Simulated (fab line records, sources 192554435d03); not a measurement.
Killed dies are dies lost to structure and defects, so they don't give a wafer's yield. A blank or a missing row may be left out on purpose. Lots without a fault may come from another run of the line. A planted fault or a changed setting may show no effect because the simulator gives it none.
fab line records | flow n5_finfet
record lots=9 wafers=27 last_day=18
route steps=1938 shown FIN_CUT@177 STI_FIN_REVEAL@183 BEOL_M4@1111
lots that met no fault: from a run of the same line without faults
start_h: hours from the record's first day to the start of the lot's first wafer shown | wait_h: hours since the lot's step before | " the same as in the row above | L1.1+2: a row that stands for several wafers | - no value, or no start given | * or withheld: withheld | < > ~ a bound
route shown NAME@n: a module of which the file shows steps, and the number in the route of the first | usual: mean/standard deviation of fault-free wafers | same: alike in all rows | chamber/n: place in a boat | sites: the reading at each site | _std_site: their standard deviation | _edge_site: outer sites' mean less inner sites' | radius_mm: how far each site lies from the wafer's centre | mask NAME#n: copy n | behind: the tool/chamber that last shaped the wafer | hold: why the lot was held/for how many hours/how that ended | device: the transistor (n, p or np) that didn't switch | end of line: the same wafers' tests at the end of the route | a step without rows: its recipe alone | killed: dies lost to structure and defects at the first sort, not the wafer's yield | map: a wafer's dies, x killed, . not, _ none there
set.NAME: the setting as run; set.NAME@STEP: as run at that earlier step | model.NAME: the simulator's own value behind a step, which no gauge read
steps of the route over a sample of lots; a table a step, a row a wafer
services: from which hour (start_h, from the record's first day; less than 0 if before it) a tool's chamber was out of use, for how many hours, and why
## steps
# step N5_FIN_CUT_CUT_ETCH_28
# recipe chemistry=HBr/Cl2/O2 target=Si target_depth_a=60 mask_material=SOC time_s=2.4 ion_energy_ev=* bias_w=* pressure_mtorr=10 icp_w=800 HBr_flow_sccm=150 Cl2_flow_sccm=80 O2_flow_sccm=12
# usual bias_w=* chamber_pressure_mTorr=9.999/0.0091 drypump_motor_current_A=5.7/0.32 oes_product_au=0.994/0.014 throttle_valve_pct=37.1/0.62
# columns lot.wafer tool chamber start_h wait_h bias_w chamber_pressure_mTorr drypump_motor_current_A oes_product_au rf_hours_counter_h throttle_valve_pct
L835.4 rie_si-04 3 39.14 0.0 * 9.992 5.4 1.000 4 36.3
L835.5 " 1 " " * 10.001 5.8 0.990 - 36.9
L835.6 " 0 " " * 9.994 5.8 0.995 - 36.1
L836.3 rie_si-04 1 45.29 0.0 * 10.003 5.8 0.979 7 36.9
L836.5 " 1 " " * 10.001 5.8 0.975 - 36.8
L836.6 " 2 " " * 10.013 5.0 1.005 - 37.6
L840.1 rie_si-04 0 69.29 0.0 * 10.001 5.7 1.013 75 36.1
L840.2 " 1 " " * 9.990 5.8 0.979 8 36.9
L840.6 " 1 " " * 10.018 5.8 0.982 - 36.9
L841.1 rie_si-05 1 75.29 0.0 * 9.996 5.7 1.014 92 37.7
L841.3 " 0 " " * 9.992 6.0 0.972 142 38.1
L841.4 " 2 " " * 10.004 5.8 0.987 107 38.3
L845.3 rie_si-06 1 100.60 0.0 * 9.986 6.1 0.990 68 37.4
L845.4 " 2 " " * 9.992 5.6 0.979 2 37.1
L845.6 " 1 " " * 10.018 6.1 0.987 - 37.4
L846.2 rie_si-04 1 107.97 0.0 * 10.004 5.8 0.972 8 36.9
L846.4 " 2 " " * 10.002 5.0 0.998 26 37.6
L846.6 " 2 " " * 10.009 5.0 0.990 - 37.6
L849.2 rie_si-06 3 123.25 0.0 * 9.995 5.8 0.992 86 37.4
L849.3 " 1 " " * 9.995 6.0 0.990 69 37.4
L849.5 " 2 " " * 9.988 5.7 0.987 - 37.1
L852.2 rie_si-04 3 143.27 0.0 * 9.990 5.4 1.005 6 36.3
L852.5 " 0 " " * 9.999 5.8 1.006 - 36.1
L852.6 " 3 " " * 10.000 5.5 1.004 - 36.3
L855.3 rie_si-05 2 161.19 0.0 * 10.012 5.8 0.991 108 38.2
L855.5 " 3 " " * 9.998 5.1 1.017 - 36.9
L855.6 " 0 " " * 10.007 6.0 0.972 - 38.2
# step N5_FIN_CUT_STRIP_22
# recipe chemistry=N2/H2 power_w=500 temp_c=40 pressure_mtorr=50 rf_frequency_hz=6e+07 overash_fraction=0.3 bias_power_w=8 h2_frac=0.5 n2_flow_sccm=300 h2_flow_sccm=300
# usual bias_power_w=7.999/0.023 chamber_pressure_mTorr=50.02/0.12 drypump_motor_current_A=5.9/0.56 oes_product_au=0.75/0.05 power_w=499.9/1.5 rf_vpp_V=54.6/2.2 showerhead_plenum_p_Torr=3.39/0.097 temp_c=40.00/0.1 throttle_valve_pct=18.93/0.23
# same overash_fraction=0.3
# columns lot.wafer tool chamber start_h wait_h bias_power_w chamber_pressure_mTorr drypump_motor_current_A oes_product_au power_w rf_hours_counter_h rf_vpp_V showerhead_plenum_p_Torr temp_c throttle_valve_pct
L835.4 rie_diel-03 2 39.24 0.1 8.027 50.17 6.0 0.70 502.0 221 52.2 3.47 39.94 19.47
L835.5 " 3 " " 8.020 50.00 4.9 0.78 497.4 - 52.2 3.51 40.03 18.97
L835.6 " 0 " " 7.975 49.92 6.0 0.69 500.4 - 54.9 3.33 39.95 19.20
L836.3 rie_diel-03 0 45.35 0.0 7.997 49.99 5.9 0.69 497.2 225 54.9 3.33 40.15 19.22
L836.5 " 3 " " 8.000 50.12 4.8 0.77 499.6 - 58.0 3.51 39.80 18.97
L836.6 " 2 " " 8.013 49.81 6.0 0.70 502.0 - 56.7 3.47 40.09 19.48
L840.1 rie_diel-03 2 69.36 0.0 7.996 49.93 6.0 0.70 451.9 230 54.5 3.46 40.04 19.49
L840.2 " 1 " " 7.993 50.00 5.4 0.78 500.5 140 56.1 3.34 39.97 18.85
L840.6 " 0 " " 8.007 49.92 6.0 0.69 499.8 - 53.7 3.32 40.04 19.26
L841.1 rie_diel-05 3 75.36 0.0 8.003 50.17 5.9 0.71 500.2 143 57.7 3.50 40.15 19.02
L841.3 " 0 " " 7.970 50.02 6.6 0.81 499.9 122 52.5 3.26 40.05 18.84
L841.4 " 1 " " 8.026 50.01 5.3 0.74 503.3 213 56.7 3.45 40.02 18.79
L845.3 rie_diel-02 1 100.66 0.0 7.968 50.11 6.3 0.88 500.3 40 55.0 3.45 40.06 18.78
L845.4 " 3 " " 7.990 49.93 6.3 0.69 500.5 205 51.9 3.50 39.99 18.89
L845.6 " 0 " " 8.024 49.83 5.2 0.75 500.1 - 53.9 3.44 39.90 18.41
L846.2 rie_diel-05 1 108.05 0.1 8.006 49.91 5.3 0.71 498.8 222 52.6 3.45 40.13 18.84
L846.4 " 3 " " 8.025 50.04 5.9 0.72 498.7 151 51.4 3.50 40.00 19.00
L846.6 " 3 " " 8.016 50.07 5.9 0.74 499.4 - 55.7 3.50 40.02 19.09
L849.2 rie_diel-05 2 123.32 0.0 8.003 50.04 6.6 0.79 499.8 137 51.5 3.35 39.94 18.94
L849.3 " 1 " " 7.968 49.86 5.4 0.72 500.0 227 57.6 3.44 39.94 18.88
L849.5 " 1 " " 7.947 50.02 5.3 0.71 500.1 - 57.6 3.44 40.08 18.88
L852.2 rie_diel-05 1 143.34 0.0 7.981 50.16 5.3 0.70 499.2 235 54.7 3.44 39.92 18.81
L852.5 " 3 " " 7.978 50.20 5.8 0.73 499.2 - 55.7 3.50 40.07 19.03
L852.6 " 2 " " 7.984 49.91 6.7 0.77 498.1 - 54.1 3.35 40.04 19.02
L855.3 rie_diel-05 3 161.26 0.0 8.016 49.93 5.8 0.71 498.7 163 60.8 3.49 39.87 19.07
L855.5 " 3 " " 8.004 49.99 5.8 0.73 501.8 - 53.8 3.49 39.88 19.04
L855.6 " 0 " " 8.005 50.01 6.6 0.77 498.4 - 58.6 3.24 39.95 18.89
# step N5_STI_FIN_REVEAL_ALD_00
# recipe material=SiO2 target_thk_a=10 temp_c=300 ald_precursor_family=BDEAS ald_co_reactant=O2-plasma pulse_time_s=1 pressure_torr=2
# usual heater_power_w=480/43 precursor_pulse_height_rel=1.003/0.02
# columns lot.wafer tool chamber start_h wait_h heater_power_w precursor_pulse_height_rel
L835.4 ald_sin-03 2 39.44 0.0 504 0.968
L835.5 " 2 " " 485 0.994
L835.6 " 3 " " 411 0.984
L836.3 ald_sin-02 2 45.55 0.0 404 1.007
L836.5 " 0 " " 539 1.001
L836.6 " 1 " " 500 0.975
L840.1 ald_sin-01 2 69.56 0.0 480 1.022
L840.2 " 0 " " 455 0.980
L840.6 " 3 " " 461 1.006
L841.1 ald_sin-03 2 75.56 0.0 493 1.037
L841.3 " 0 " " 516 0.981
L841.4 " 1 " " 485 0.987
L845.3 ald_sin-03 3 100.86 0.0 426 1.016
L845.4 " 0 " " 484 1.016
L845.6 " 2 " " 473 1.013
L846.2 ald_sin-03 2 109.03 0.8 461 0.990
L846.4 " 1 " " 462 1.025
L846.6 " 3 " " 409 1.028
L849.2 ald_sin-03 3 123.52 0.0 423 1.019
L849.3 " 2 " " 468 1.040
L849.5 " 3 " " 433 0.993
L852.2 ald_sin-01 0 143.54 0.0 450 1.005
L852.5 " 1 " " 478 1.027
L852.6 " 2 " " 468 0.998
L855.3 ald_sin-02 3 161.45 0.0 560 1.026
L855.5 " 3 " " 546 1.000
L855.6 " 2 " " 409 1.031
# step N5_STI_FIN_REVEAL_DENSIFY_30
# recipe temp_c=* time_s=* ambient=N2 idle_temp_c=600 ramp_up_c_per_s=150 ramp_down_c_per_s=60 cool_to_c=600
# usual lamp_power_pct=11.53/0.051 lamp_zone_1_pct=11.529/0.023 wafer_temp_C_max=*
# columns lot.wafer tool chamber start_h wait_h lamp_power_pct lamp_zone_1_pct wafer_temp_C_max
L835.4 rtp_anneal-01 0 45.54 0.1 11.59 11.522 *
L835.5 " 0 " " 11.53 11.508 *
L835.6 " 0 " " 11.41 11.574 *
L836.3 rtp_anneal-02 0 51.80 0.3 11.47 11.502 *
L836.5 " 0 " " 11.58 11.521 *
L836.6 " 0 " " 11.55 11.531 *
L840.1 rtp_anneal-01 0 75.50 0.5 11.60 11.487 *
L840.2 " 0 " " 11.56 11.533 *
L840.6 " 0 " " 11.53 11.555 *
L841.1 rtp_anneal-02 0 80.99 0.0 11.52 11.509 *
L841.3 " 0 " " 11.52 11.531 *
L841.4 " 0 " " 11.56 11.510 *
L845.3 rtp_anneal-01 0 106.39 0.1 11.42 11.552 *
L845.4 " 0 " " 11.48 11.520 *
L845.6 " 0 " " 11.47 11.517 *
L846.2 rtp_anneal-01 0 114.47 0.1 11.50 11.533 *
L846.4 " 0 " " 11.58 11.519 *
L846.6 " 0 " " 11.54 11.519 *
L849.2 rtp_anneal-01 0 128.99 0.1 11.51 11.547 *
L849.3 " 0 " " 11.47 11.540 *
L849.5 " 0 " " 11.62 11.519 *
L852.2 rtp_anneal-01 0 148.98 0.1 11.53 11.543 *
L852.5 " 0 " " 11.53 11.541 *
L852.6 " 0 " " 11.57 11.522 *
L855.3 rtp_anneal-02 0 166.94 0.1 11.60 11.537 *
L855.5 " 0 " " 11.55 11.549 *
L855.6 " 0 " " 11.48 11.565 *
# step N5_BEOL_M4_RC_MEAS_101
# usual DIBL_N=36.4/2.7 DIBL_P=36/3.2 IOFF_N=0.16/0.046 IOFF_P=0.21/0.055 ION_N=677/15 ION_P=464/11 SS_N=71.5/0.79 SS_P=73.3/0.93 VT_N=250/4.1 VT_P=-251/4.4
# columns lot.wafer tool chamber start_h wait_h DIBL_N[mV/V] DIBL_P[mV/V] IOFF_N[nA/um] IOFF_P[nA/um] ION_N[uA/um] ION_P[uA/um] SS_N[mV/dec] SS_P[mV/dec] VT_N[mV] VT_P[mV]
L836.3 prober-01 0 189.09 0.3 38.3 40 0.22 0.36 695 487 72.9 73.0 242 -239
L836.5 " 0 " " 37.2 38 0.19 0.28 691 478 72.2 73.6 245 -242
L836.6 " 0 " " 35.4 36 0.16 0.26 682 481 72.0 73.0 248 -243
L835.4 prober-02 0 201.23 0.5 36.1 36 0.15 0.20 674 469 70.7 72.6 250 -248
L835.5 " 0 " " 37.3 37 0.18 0.23 681 471 71.8 74.1 247 -250
L835.6 " 0 " " 37.3 38 0.18 0.24 689 474 71.7 73.8 246 -248
L841.1 prober-02 0 230.80 0.0 38.0 36 0.17 0.23 672 461 72.2 73.8 249 -250
L841.3 " 0 " " 36.2 36 0.13 0.22 671 461 71.8 72.7 255 -250
L841.4 " 0 " " 37.5 36 0.17 0.21 683 460 72.0 73.7 249 -252
L840.1 prober-01 0 232.56 0.0 32.3 32 0.10 0.15 669 465 70.9 71.4 255 -253
L840.2 " 0 " " 36.5 38 0.17 0.23 687 472 71.7 72.6 248 -250
L840.6 " 0 " " 33.2 33 0.11 0.16 665 458 70.6 71.4 251 -252
L845.3 prober-02 0 249.67 0.3 35.0 36 0.17 0.21 704 478 71.3 73.8 246 -248
L845.4 " 0 " " 33.4 34 0.15 0.20 691 471 70.3 72.8 246 -248
L845.6 " 0 " " 32.7 33 0.13 0.17 668 460 70.5 72.9 249 -253
L846.2 prober-01 0 263.50 0.2 34.6 35 0.13 0.16 667 461 71.4 72.8 254 -254
L846.4 " 0 " " 39.2 41 0.20 0.24 671 459 72.4 74.0 251 -249
L846.6 " 0 " " 42.8 45 0.29 0.35 698 474 73.4 75.4 245 -246
L849.2 prober-01 0 266.03 0.2 36.6 38 0.16 0.19 692 463 71.7 73.7 248 -253
L849.3 " 0 " " 40.7 43 0.25 0.26 694 461 72.5 74.8 247 -250
L849.5 " 0 " " 37.0 40 0.16 0.21 668 454 70.8 73.7 254 -254
L852.2 prober-02 0 293.20 0.2 36.9 38 0.17 0.24 689 475 71.3 74.3 247 -247
L852.5 " 0 " " 37.6 37 0.17 0.24 675 466 72.1 74.6 249 -248
L852.6 " 0 " " 37.0 36 0.17 0.22 676 454 71.6 74.0 248 -247
L855.3 prober-02 0 319.36 0.3 40.0 38 0.21 0.22 677 457 72.4 73.5 249 -253
L855.5 " 0 " " 36.7 34 0.14 0.16 659 448 71.2 72.5 253 -257
L855.6 " 0 " " 41.0 40 0.23 0.25 689 467 72.3 74.2 247 -252
## services
# columns tool chamber start_h hours kind
rie_si-05 3 25.72 4.7 repair
rie_diel-02 1 29.54 7.5 repair
rie_si-04 - 33.20 0.2 repair
rie_diel-02 2 33.44 10.3 repair
rtp_anneal-01 - 45.67 4.1 pm
rie_si-05 1 49.77 1.1 repair
ald_sin-02 2 56.64 15.4 repair
ald_sin-03 0 59.46 1.5 repair
rie_diel-03 3 60.59 9.6 repair
rie_si-06 - 81.02 2.8 pm
rie_si-05 - 82.59 10.0 pm
rie_diel-02 0 83.16 3.2 repair
ald_sin-03 - 85.37 14.0 pm
ald_sin-03 0 85.37 14.0 vent_cycle
ald_sin-03 1 85.37 14.0 vent_cycle
ald_sin-03 2 85.37 14.0 vent_cycle
ald_sin-03 3 85.37 14.0 vent_cycle
ald_sin-03 0 99.37 - clean
ald_sin-03 1 99.37 - clean
ald_sin-01 2 101.12 6.2 repair
rie_diel-05 3 120.53 12.2 repair
rie_diel-05 0 130.14 5.3 repair
ald_sin-02 2 130.82 3.4 repair
rie_diel-02 - 145.77 0.3 repair
## key
first_sign step=N5_FIN_CUT_STRIP_22 reading=power_w direction=down sigmas=32 usual=* struck=*
effect none on later readings
met_at N5_FIN_CUT_STRIP_22
struck_lots L840
struck_wafers L840.1
not_acting_at N5_FIN_CUT_CUT_ETCH_28,N5_STI_FIN_REVEAL_ALD_00,N5_STI_FIN_REVEAL_DENSIFY_30
onset_between 45.35 69.36
fault kind=process_parameter_drift tool=rie_diel-03 chamber=2 onset_h=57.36 steps=N5_FIN_CUT_STRIP_22 channel=power_w offset=* shape=step end_h=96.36 acts_in=* stated=*
